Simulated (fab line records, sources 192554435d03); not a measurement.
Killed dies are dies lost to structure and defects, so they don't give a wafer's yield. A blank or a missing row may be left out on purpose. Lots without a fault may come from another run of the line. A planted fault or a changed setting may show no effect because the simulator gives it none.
Split-lot experiment | flow n5_finfet | 7 lots, 21 wafers read, on a route of 1938 steps

THE SPLIT
At N5_BEOL_M0_SAQP_EXPOSE_37 (exposes mask M0 CUT1, target cd 30 nm), the setting dose_mj was moved away from the recipe's 44.75 on 7 of the 21 wafers read, by -6.8% to +7.3%. The other wafers ran this setting at the recipe's value.

FROM THE SPLIT TO THE READING: what the file shows between them, 2 steps
- N5_BEOL_M0_SAQP_PEB_38: peb time 60 s
- N5_BEOL_M0_SAQP_DEVELOP_39: develop time 30 s

THE READING
cd_nm, in nm, at N5_BEOL_M0_SAQP_CD_MEAS_40 (target cd 30 nm). Fault-free wafers of this fab line usually give 30.04 nm, standard deviation 0.23 nm.

wafer  | tool, chamber at the split | dose_mj as run | against the recipe | cd_nm, nm | against lot-mates on the recipe
L074.2 | euv_scanner-02, 0          | 44.75          | recipe             | 30.13     | -
L074.3 | euv_scanner-02, 0          | 42.96          | -4.0%              | 29.25     | -0.88
L074.4 | euv_scanner-02, 0          | 44.75          | recipe             | 30.13     | -
L076.1 | euv_scanner-01, 0          | 45.7           | +2.1%              | 30.32     | +0.27
L076.2 | euv_scanner-01, 0          | 44.75          | recipe             | 30.16     | -
L076.5 | euv_scanner-01, 0          | 44.75          | recipe             | 29.95     | -
L084.3 | euv_scanner-02, 0          | 44.75          | recipe             | 30.00     | -
L084.5 | euv_scanner-02, 0          | 44.75          | recipe             | 30.01     | -
L084.6 | euv_scanner-02, 0          | 48.03          | +7.3%              | 31.81     | +1.80
L085.1 | euv_scanner-02, 0          | 44.75          | recipe             | 29.94     | -
L085.5 | euv_scanner-02, 0          | 44.75          | recipe             | 29.74     | -
L085.6 | euv_scanner-02, 0          | 44.75          | recipe             | 29.79     | -
L092.1 | euv_scanner-01, 0          | 44.75          | recipe             | 29.89     | -
L092.2 | euv_scanner-01, 0          | 41.7           | -6.8%              | 28.02     | -2.16
L092.3 | euv_scanner-01, 0          | 44.75          | recipe             | 30.46     | -
L093.2 | euv_scanner-02, 0          | 45.61          | +1.9%              | 30.73     | +0.74
L093.3 | euv_scanner-02, 0          | 45.61          | +1.9%              | 30.36     | +0.37
L093.4 | euv_scanner-02, 0          | 44.75          | recipe             | 29.99     | -
L091.1 | euv_scanner-01, 0          | 47.77          | +6.7%              | 31.37     | +1.54
L091.5 | euv_scanner-01, 0          | 44.75          | recipe             | 29.85     | -
L091.6 | euv_scanner-01, 0          | 44.75          | recipe             | 29.82     | -

THE FIT
A straight line over all 21 wafers: cd_nm changes by +0.242 nm for each +1% of dose_mj; r = +0.96; the points scatter about the line by 0.2 nm.
The same after taking each lot's own level away (the mean of its wafers on the recipe; 21 wafers): +0.258 nm for each +1%; r = +0.98; scatter 0.17 nm.
On that fit, the largest move of dose_mj shifts the reading by 1.9 nm.
The lots' own levels span 29.823 to 30.175 nm, that is 1.5 times the standard deviation above.
So the lot-to-lot level changes the slope little: the two slopes agree.
Check: with one of the wafers moved furthest among these (+7.3%) left out of the fit, the line predicts +1.88 nm for it against its lot-mates. It came out at +1.8 nm against them.

THE WHOLE CHAIN: every reading that the file lists as answering this split, in the file's order
step                        | what it does                                                           | reading                                                             | change (the file's fit)               | r (the file's)
N5_BEOL_M0_SAQP_CD_MEAS_40  | target cd 30 nm                                                        | cd_nm                                                               | +0.256 nm for each +1% of the setting | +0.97
N5_BEOL_M0_SAQP_DESCUM_45   | chemistry O2, time 7 s                                                 | BEOL_M0_SAQP.cd_nm (the simulator's own value, which no gauge read) | +0.219 nm for each +1% of the setting | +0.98
N5_BEOL_M0_SAQP_ETCH_73     | etches SiARC in CF4, target depth 19.5 nm, time 32.5 s                 | BEOL_M0_SAQP.cd_nm (the simulator's own value, which no gauge read) | +0.21 nm for each +1% of the setting  | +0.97
N5_BEOL_M0_SAQP_CUT_ETCH_46 | etches SOC in N2/H2, target depth 135 nm, overetch 27 nm, time 202.5 s | BEOL_M0_SAQP.cd_nm (the simulator's own value, which no gauge read) | +0.194 nm for each +1% of the setting | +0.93
N5_BEOL_M0_SAQP_ETCH_49     | etches SiO2 in CF4/O2, target depth 37 nm                              | BEOL_M0_SAQP.cd_nm (the simulator's own value, which no gauge read) | +0.182 nm for each +1% of the setting | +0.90

THE FILE'S OWN FIT
cd_nm changes by +0.256 nm for each +1% of dose_mj, r = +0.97.
